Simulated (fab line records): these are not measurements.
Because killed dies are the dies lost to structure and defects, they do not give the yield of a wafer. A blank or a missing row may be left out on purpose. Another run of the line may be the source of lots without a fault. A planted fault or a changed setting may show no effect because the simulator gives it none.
Matching of chambers    flow n5_finfet    rie_diel-06 running N5_FIN_CUT_ETCH_20: 4 sister chambers
The step etches SiARC in CF4, target depth 26 nm, time 43.3 s. 18 wafers are shown with their chamber, then 9 later ones without.

## EACH WAFER AND ITS CHAMBER
wafer   chamber  drypump_motor_current_A (A)  showerhead_plenum_p_Torr (Torr)  throttle_valve_pct (%)
L075.4  2        4.7                          2.14                             15.90
L075.5  1        5.4                          2.28                             15.45
L075.6  0        6.2                          2.06                             16.05
L078.2  0        6.2                          2.06                             16.07
L078.3  2        4.7                          2.14                             15.90
L078.4  1        5.4                          2.28                             15.48
L080.1  1        5.4                          2.28                             15.46
L080.3  0        6.3                          2.05                             16.07
L080.4  2        4.7                          2.14                             15.92
L086.2  3        4.8                          2.15                             15.53
L086.3  0        6.2                          2.05                             16.10
L086.6  1        5.4                          2.27                             15.49
L087.3  0        6.3                          2.05                             16.11
L087.5  3        4.8                          2.15                             15.55
L087.6  0        6.2                          2.05                             16.11
L090.1  1        5.4                          2.27                             15.53
L090.3  2        4.7                          2.13                             15.93
L090.5  0        6.2                          2.05                             16.13

SIGNATURES (means of the wafers above)
reading                   chamber 0  chamber 1  chamber 2  chamber 3  scatter within a chamber
drypump_motor_current_A   6.229      5.400      4.700      4.800      0.0319
showerhead_plenum_p_Torr  2.0529     2.2760     2.1375     2.1500     0.00491
throttle_valve_pct        16.0914    15.4820    15.9125    15.5400    0.0262
Rule: a wafer lies at a distance from a chamber equal to the root of the sum of squares, over the readings, of (its reading less the chamber's mean, divided by the reading's scatter). The wafer belongs to the nearest chamber; if the next one is less than 2 further off, it can't be placed. The scatter: the root of (the sum of the squares of (reading less its chamber's mean) over the shown wafers, divided by (wafers less chambers)).

## WAFERS MISSING THEIR CHAMBER
wafer   drypump_motor_current_A (A)  showerhead_plenum_p_Torr (Torr)  throttle_valve_pct (%)
L091.2  4.8                          2.15                             15.57
L091.5  4.7                          2.13                             15.94
L091.6  5.4                          2.27                             15.50
L094.3  4.8                          2.14                             15.59
L094.4  5.4                          2.27                             15.53
L094.6  5.4                          2.27                             15.53
L097.2  5.4                          2.26                             15.55
L097.4  4.7                          2.14                             15.59
L097.6  5.4                          2.26                             15.56

## WHICH CHAMBER EACH WENT THROUGH
wafer   from the rows above  in truth
L091.2  3                    3
L091.5  2                    2
L091.6  1                    1
L094.3  3                    3
L094.4  1                    1
L094.6  1                    1
L097.2  1                    1
L097.4  3                    3
L097.6  1                    1
Correct placement for 9 of the 9. From these rows, 0 cannot be placed. Placed wrongly: 0.
